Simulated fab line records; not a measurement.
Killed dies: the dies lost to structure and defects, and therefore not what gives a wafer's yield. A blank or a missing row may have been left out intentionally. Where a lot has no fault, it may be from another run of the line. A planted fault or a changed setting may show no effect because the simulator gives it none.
A sampling plan put to the test -- flow nand harc -- one fab line, 44 faults that these records tell of, each judged on the records of the lots that it struck; 1 more is left out, because the records don't allow judging it
The plan consists of the line's own looks: route steps at which the wafer is read by a gauge or an inspection but not changed. A look is open to judgement when struck wafers have a number at it and the file gives its usual mean and standard deviation on fault-free wafers. Caught: at a look after the fault's first step, the mean of the struck wafers lies 4 or more of those standard deviations (sigma) from the usual mean. On the tool: here the same test is run on the tool's own readings at the fault's steps. Another recipe on the struck wafers, or a record that is blank for them alone, also counts as caught.

== THE FAULTS, as the simulator had put them in ==
1. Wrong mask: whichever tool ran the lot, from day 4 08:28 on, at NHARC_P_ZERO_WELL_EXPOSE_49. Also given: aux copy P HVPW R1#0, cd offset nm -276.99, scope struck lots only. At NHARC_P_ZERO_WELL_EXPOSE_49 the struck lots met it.
2. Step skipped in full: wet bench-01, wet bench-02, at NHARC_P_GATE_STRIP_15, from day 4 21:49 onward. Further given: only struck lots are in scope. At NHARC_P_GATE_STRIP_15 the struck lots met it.
3. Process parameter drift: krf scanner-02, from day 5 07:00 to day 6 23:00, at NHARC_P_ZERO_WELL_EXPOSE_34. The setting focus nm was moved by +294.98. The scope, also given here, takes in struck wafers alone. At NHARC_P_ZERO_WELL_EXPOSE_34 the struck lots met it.
4. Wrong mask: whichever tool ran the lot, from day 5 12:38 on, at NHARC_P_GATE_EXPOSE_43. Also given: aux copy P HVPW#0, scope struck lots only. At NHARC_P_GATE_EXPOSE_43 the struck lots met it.
5. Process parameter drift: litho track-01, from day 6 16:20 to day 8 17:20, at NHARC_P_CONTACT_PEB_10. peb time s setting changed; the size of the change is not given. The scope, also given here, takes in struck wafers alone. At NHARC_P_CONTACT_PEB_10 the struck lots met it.
6. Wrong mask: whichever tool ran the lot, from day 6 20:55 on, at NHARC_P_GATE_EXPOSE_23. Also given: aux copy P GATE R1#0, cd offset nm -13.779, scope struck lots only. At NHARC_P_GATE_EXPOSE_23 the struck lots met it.
7. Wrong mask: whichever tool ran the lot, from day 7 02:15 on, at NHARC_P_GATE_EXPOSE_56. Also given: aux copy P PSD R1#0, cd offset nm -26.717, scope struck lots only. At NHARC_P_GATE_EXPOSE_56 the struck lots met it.
8. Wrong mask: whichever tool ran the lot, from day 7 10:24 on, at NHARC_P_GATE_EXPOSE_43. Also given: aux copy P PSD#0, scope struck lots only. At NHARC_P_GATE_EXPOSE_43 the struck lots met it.
9. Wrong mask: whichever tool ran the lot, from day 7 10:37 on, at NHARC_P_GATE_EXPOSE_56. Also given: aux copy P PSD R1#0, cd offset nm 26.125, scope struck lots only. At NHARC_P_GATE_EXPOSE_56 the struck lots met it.
10. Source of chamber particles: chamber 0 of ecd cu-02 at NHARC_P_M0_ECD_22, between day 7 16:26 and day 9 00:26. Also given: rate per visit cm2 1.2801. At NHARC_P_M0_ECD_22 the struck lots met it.
11. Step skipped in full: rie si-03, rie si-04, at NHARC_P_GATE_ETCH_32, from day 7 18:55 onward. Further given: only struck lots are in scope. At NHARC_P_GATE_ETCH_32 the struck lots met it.
12. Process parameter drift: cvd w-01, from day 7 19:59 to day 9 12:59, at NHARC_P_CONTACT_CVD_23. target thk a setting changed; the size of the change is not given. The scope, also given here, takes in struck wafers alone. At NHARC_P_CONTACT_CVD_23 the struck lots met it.
13. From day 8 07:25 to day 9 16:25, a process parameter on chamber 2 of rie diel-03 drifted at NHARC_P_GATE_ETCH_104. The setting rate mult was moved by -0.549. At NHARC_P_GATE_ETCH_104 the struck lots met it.
14. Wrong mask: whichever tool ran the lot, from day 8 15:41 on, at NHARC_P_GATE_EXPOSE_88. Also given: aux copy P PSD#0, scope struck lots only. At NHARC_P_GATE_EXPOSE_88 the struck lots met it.
15. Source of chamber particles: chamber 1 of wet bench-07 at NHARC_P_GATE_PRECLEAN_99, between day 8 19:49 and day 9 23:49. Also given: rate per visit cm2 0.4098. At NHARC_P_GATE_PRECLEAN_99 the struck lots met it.
16. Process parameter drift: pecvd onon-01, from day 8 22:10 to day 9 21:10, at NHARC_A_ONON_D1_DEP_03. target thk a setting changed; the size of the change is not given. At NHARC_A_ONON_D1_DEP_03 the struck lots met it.
17. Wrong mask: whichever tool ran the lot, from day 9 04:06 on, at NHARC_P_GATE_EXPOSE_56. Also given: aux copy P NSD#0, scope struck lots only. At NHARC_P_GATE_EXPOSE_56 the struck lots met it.
18. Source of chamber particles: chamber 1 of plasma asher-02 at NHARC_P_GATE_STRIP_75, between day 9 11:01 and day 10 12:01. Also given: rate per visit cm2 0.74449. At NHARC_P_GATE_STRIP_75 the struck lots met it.
19. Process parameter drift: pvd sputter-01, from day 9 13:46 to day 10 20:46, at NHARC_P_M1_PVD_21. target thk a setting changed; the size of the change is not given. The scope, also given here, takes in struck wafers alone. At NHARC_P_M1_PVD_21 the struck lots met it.
20. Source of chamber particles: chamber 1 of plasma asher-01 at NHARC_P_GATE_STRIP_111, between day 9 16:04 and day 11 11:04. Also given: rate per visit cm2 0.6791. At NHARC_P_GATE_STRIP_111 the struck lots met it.
21. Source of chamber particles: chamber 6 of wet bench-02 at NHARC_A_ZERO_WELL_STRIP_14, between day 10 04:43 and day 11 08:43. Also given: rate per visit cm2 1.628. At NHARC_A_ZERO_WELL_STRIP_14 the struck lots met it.
22. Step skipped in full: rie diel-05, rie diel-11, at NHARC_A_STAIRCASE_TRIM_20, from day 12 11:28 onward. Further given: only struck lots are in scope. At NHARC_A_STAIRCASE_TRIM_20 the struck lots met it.
23. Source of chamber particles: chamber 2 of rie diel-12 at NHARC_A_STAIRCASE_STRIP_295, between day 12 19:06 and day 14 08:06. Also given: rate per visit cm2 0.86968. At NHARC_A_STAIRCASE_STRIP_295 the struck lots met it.
24. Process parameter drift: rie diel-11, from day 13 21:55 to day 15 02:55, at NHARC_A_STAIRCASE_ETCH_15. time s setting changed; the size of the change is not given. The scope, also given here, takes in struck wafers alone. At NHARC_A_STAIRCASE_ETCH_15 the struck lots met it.
25. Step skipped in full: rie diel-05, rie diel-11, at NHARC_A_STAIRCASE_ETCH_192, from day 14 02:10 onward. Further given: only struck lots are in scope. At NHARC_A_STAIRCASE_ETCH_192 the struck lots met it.
26. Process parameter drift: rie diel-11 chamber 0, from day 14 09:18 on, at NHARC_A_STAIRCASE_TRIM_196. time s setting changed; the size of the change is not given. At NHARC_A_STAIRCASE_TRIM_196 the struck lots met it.
27. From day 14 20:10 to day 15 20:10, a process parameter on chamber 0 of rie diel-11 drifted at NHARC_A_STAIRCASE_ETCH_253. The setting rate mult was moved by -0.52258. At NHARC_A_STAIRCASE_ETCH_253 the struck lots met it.
28. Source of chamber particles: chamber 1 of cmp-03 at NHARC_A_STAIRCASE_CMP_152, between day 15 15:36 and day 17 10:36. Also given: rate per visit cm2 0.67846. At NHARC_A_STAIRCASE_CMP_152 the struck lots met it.
29. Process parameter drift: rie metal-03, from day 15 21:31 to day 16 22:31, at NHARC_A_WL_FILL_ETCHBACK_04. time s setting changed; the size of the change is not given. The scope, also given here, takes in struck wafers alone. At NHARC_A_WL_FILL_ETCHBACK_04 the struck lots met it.
30. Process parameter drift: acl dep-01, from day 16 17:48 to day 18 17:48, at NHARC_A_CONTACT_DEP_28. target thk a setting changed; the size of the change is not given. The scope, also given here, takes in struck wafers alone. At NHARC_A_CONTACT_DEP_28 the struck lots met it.
31. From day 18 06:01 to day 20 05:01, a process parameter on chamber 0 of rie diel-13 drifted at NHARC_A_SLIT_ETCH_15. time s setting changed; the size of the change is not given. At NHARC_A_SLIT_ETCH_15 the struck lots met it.
32. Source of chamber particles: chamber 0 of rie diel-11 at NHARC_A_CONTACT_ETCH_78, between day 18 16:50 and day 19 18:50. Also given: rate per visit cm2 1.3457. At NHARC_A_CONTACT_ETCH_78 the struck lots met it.
33. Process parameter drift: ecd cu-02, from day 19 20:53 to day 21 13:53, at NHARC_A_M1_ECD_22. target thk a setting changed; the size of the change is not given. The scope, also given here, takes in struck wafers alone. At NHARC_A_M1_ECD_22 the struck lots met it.
34. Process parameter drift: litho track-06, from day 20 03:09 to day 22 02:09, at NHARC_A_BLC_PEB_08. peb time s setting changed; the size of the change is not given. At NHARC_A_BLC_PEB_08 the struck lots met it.
35. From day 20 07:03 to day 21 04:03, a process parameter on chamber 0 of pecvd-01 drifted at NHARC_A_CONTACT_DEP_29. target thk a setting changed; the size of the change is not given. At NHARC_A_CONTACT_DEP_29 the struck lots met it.
36. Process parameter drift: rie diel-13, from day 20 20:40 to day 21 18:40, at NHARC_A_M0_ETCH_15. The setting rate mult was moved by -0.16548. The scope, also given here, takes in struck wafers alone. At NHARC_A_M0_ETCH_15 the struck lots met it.
37. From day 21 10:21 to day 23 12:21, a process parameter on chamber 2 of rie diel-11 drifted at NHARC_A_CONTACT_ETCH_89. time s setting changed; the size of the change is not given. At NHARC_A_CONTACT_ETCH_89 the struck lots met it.
38. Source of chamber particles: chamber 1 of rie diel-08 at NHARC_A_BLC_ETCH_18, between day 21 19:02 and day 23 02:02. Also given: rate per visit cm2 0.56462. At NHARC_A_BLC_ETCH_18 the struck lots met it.
39. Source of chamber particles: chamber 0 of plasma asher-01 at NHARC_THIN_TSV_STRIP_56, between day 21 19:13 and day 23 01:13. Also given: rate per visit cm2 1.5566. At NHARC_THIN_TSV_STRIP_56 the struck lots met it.
40. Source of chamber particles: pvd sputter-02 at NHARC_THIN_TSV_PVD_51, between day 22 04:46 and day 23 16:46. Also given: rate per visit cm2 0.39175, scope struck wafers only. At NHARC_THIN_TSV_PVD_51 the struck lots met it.
41. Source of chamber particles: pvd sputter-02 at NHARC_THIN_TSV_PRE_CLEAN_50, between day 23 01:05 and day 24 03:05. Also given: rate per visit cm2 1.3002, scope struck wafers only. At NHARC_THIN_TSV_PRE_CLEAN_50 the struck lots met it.
42. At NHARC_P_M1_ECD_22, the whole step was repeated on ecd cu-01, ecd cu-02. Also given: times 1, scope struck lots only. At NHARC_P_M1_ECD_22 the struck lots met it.
43. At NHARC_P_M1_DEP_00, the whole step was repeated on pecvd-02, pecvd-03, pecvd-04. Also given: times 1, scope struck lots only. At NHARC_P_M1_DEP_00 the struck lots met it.
44. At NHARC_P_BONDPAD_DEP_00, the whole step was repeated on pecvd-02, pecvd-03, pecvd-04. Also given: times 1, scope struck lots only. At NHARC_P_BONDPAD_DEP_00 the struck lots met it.

== WHAT THE PLAN SAW ==
fault,on the tool itself,first look that catches it,"reading, sigma",median hours from its first step to that look,hours from the fault's start to the first struck lot there,judged looks passed uncaught
1,no reading that can be judged,NHARC_P_ZERO_WELL_CD_MEAS_52,cd nm -99 or beyond,0.2,3,0
2,the tool's record is blank for the struck wafers,NHARC_END_SORT_01,killed at periphery +99 or beyond,372.7,367,1
3,no reading that can be judged,NHARC_P_ZERO_WELL_CD_MEAS_37,cd nm +8.2,0.2,3,0
4,under 2 sigma,NHARC_END_SORT_01,killed at periphery +99 or beyond,354.9,360,0
5,no reading that can be judged,NHARC_P_CONTACT_CD_MEAS_12,cd nm +22,0.1,6,0
6,under 2 sigma,NHARC_P_GATE_CD_MEAS_26,cd nm -16,0.1,0,0
7,no reading that can be judged,NHARC_P_GATE_CD_MEAS_59,cd nm -8.7,0.2,8,0
8,no reading that can be judged,NHARC_END_SORT_01,killed at periphery +99 or beyond,338.0,337,0
9,under 2 sigma,NHARC_P_GATE_CD_MEAS_59,cd nm +10,0.2,1,0
10,no reading that can be judged,NHARC_END_SORT_01,killed at periphery +99 or beyond,323.4,331,0
11,the tool's record is blank for the struck wafers,NHARC_END_SORT_01,killed at periphery +99 or beyond,344.7,344,0
12,under 2 sigma,no look after it can be judged,-,-,-,0
13,oes product au -14 sigma,NHARC_END_SORT_01,killed at periphery +32,356.9,365,0
14,no reading that can be judged,NHARC_END_SORT_01,killed at periphery +99 or beyond,325.4,324,0
15,no reading that can be judged,NHARC_P_GATE_INSPECT_68,raw defect count +4.6,7.6,14,2
16,under 2 sigma,NHARC_A_ONON_D1_THK_MEAS_05,thk nm +8.5,0.5,2,0
17,no reading that can be judged,NHARC_END_SORT_01,killed at periphery +99 or beyond,337.7,336,0
18,under 2 sigma,NHARC_P_GATE_INSPECT_68,raw defect count +5.8,5.6,13,0
19,under 2 sigma,NHARC_END_SORT_01,killed at periphery +99 or beyond,326.8,327,1
20,under 2 sigma,NHARC_P_GATE_INSPECT_68,raw defect count +5.7,6.3,8,0
21,under 2 sigma,NHARC_A_ZERO_WELL_INSPECT_17,raw defect count +99 or beyond,0.9,11,0
22,the tool's record is blank for the struck wafers,NHARC_END_SORT_01,killed dies +64,214.2,216,0
23,under 2 sigma,NHARC_END_SORT_01,killed at array +6.8,197.2,203,1
24,run length s +29 sigma,NHARC_END_SORT_01,killed at array +65,202.9,200,0
25,the tool's record is blank for the struck wafers,NHARC_END_SORT_01,killed dies +64,197.5,193,0
26,run length s -99 or beyond sigma,NHARC_END_SORT_01,killed at array +63,200.2,220,0
27,oes product au -12 sigma,NHARC_END_SORT_01,killed at array +61,192.1,203,0
28,under 2 sigma,NHARC_END_SORT_01,killed dies +30,140.8,156,0
29,run length s -99 or beyond sigma,NHARC_END_SORT_01,killed at array +64,112.7,126,0
30,under 2 sigma,NHARC_END_SORT_01,killed at array +64,75.8,86,0
31,run length s -99 or beyond sigma,NHARC_END_SORT_01,killed at array +64,136.0,138,0
32,under 2 sigma,NHARC_END_SORT_01,killed at array +7.8,71.6,68,2
33,under 2 sigma,no look after it can be judged,-,-,-,0
34,no reading that can be judged,NHARC_A_BLC_CD_MEAS_10,cd nm +12,0.1,3,0
35,under 2 sigma,NHARC_END_SORT_01,killed at array +64,83.8,88,0
36,only faintly: oes product au -3.3 sigma,NHARC_END_SORT_01,sort_bin_2_pct +99 or beyond,39.5,57,0
37,run length s -99 or beyond sigma,NHARC_END_SORT_01,killed dies +41,52.9,83,0
38,only faintly: oes product au +2.5 sigma,NHARC_END_SORT_01,killed at array +8.5,44.9,51,0
39,under 2 sigma,NHARC_THIN_TSV_INSPECT_40,raw defect count +12,3.0,4,0
40,under 2 sigma,NHARC_END_SORT_01,killed at other +64,12.7,24,1
41,under 2 sigma,NHARC_END_SORT_01,killed at other +56,13.5,22,0
42,no reading that can be judged,not the one look that can be judged after it,-,-,-,1
43,under 2 sigma,NHARC_END_SORT_01,killed at periphery +99 or beyond,318.7,-,1
44,under 2 sigma,NHARC_END_SORT_01,killed at periphery +4.9,304.4,-,1
A dash: the fault is not caught, or the number is missing from these records.

Caught at a look: 41 of 44. Caught on the tool: 11 of 44. By one or the other: 41 of 44.
Caught at a look alone: faults 1, 3, 4, 5, 6, 7, 8, 9, 10, 14, 15, 16, 17, 18, 19, 20, 21, 23, 28, 30, 32, 34, 35, 36, 38, 39, 40, 41, 43, 44.
Caught by neither: faults 12, 33, 42.

== THINNER SAMPLING ==
If the look that catches a fault measured only every second or every third lot, by lot number, the first struck lot would be measured this late in the worst case:
fault,"struck lots at that look, in order of time",every lot,every second lot,every third lot
1,L167,3 h,may miss it,may miss it
2,"L290, L291",367 h,391 h,may miss all 2
3,"L596, L597, L599",3 h,9 h,may miss all 3
4,L111,360 h,may miss it,may miss it
5,"L156, L158, L157",6 h,9 h,9 h
6,L200,0 h,may miss it,may miss it
7,L883,8 h,may miss it,may miss it
8,L534,337 h,may miss it,may miss it
9,L546,1 h,may miss it,may miss it
10,"L205, L207",331 h,may miss all 2,may miss all 2
11,"L401, L402",344 h,353 h,may miss all 2
13,"L712, L714",365 h,may miss all 2,may miss all 2
14,L135,324 h,may miss it,may miss it
15,L940,14 h,may miss it,may miss it
16,"L776, L779",2 h,19 h,may miss all 2
17,L648,336 h,may miss it,may miss it
18,"L978, L981",13 h,27 h,may miss all 2
19,"L537, L538",327 h,344 h,may miss all 2
20,"L155, L156",8 h,23 h,may miss all 2
21,L716,11 h,may miss it,may miss it
22,"L534, L535",216 h,224 h,may miss all 2
23,L394,203 h,may miss it,may miss it
24,"L397, L399",200 h,may miss all 2,may miss all 2
25,"L142, L146, L144",193 h,may miss all 3,219 h
26,L751,220 h,may miss it,may miss it
27,"L179, L184",203 h,211 h,may miss all 2
28,L331,156 h,may miss it,may miss it
29,"L772, L770",126 h,may miss all 2,may miss all 2
30,"L721, L724, L725",86 h,106 h,may miss all 3
31,L121,138 h,may miss it,may miss it
32,"L216, L221",68 h,93 h,may miss all 2
34,"L246, L247, L248",3 h,27 h,33 h
35,L202,88 h,may miss it,may miss it
36,"L507, L512",57 h,64 h,may miss all 2
37,L167,83 h,may miss it,may miss it
38,L690,51 h,may miss it,may miss it
39,"L978, L981",4 h,30 h,may miss all 2
40,"L814, L817",24 h,42 h,may miss all 2
41,"L683, L688",22 h,31 h,may miss all 2
Hours count from the start of the fault until the first struck lot that is measured. Since the struck wafers were tested as one group against 4 sigma, a single lot by itself may lie under the limit. Other struck lots may not be in these records.

== THE LONGEST TIMED WAY FROM STEP TO LOOK ==
For fault 2, NHARC_P_GATE_STRIP_15 and NHARC_END_SORT_01 are separated by a median of 372.7 hours. The look between them that can be judged stayed within 4 sigma: NHARC_P_GATE_OVL_MEAS_27.
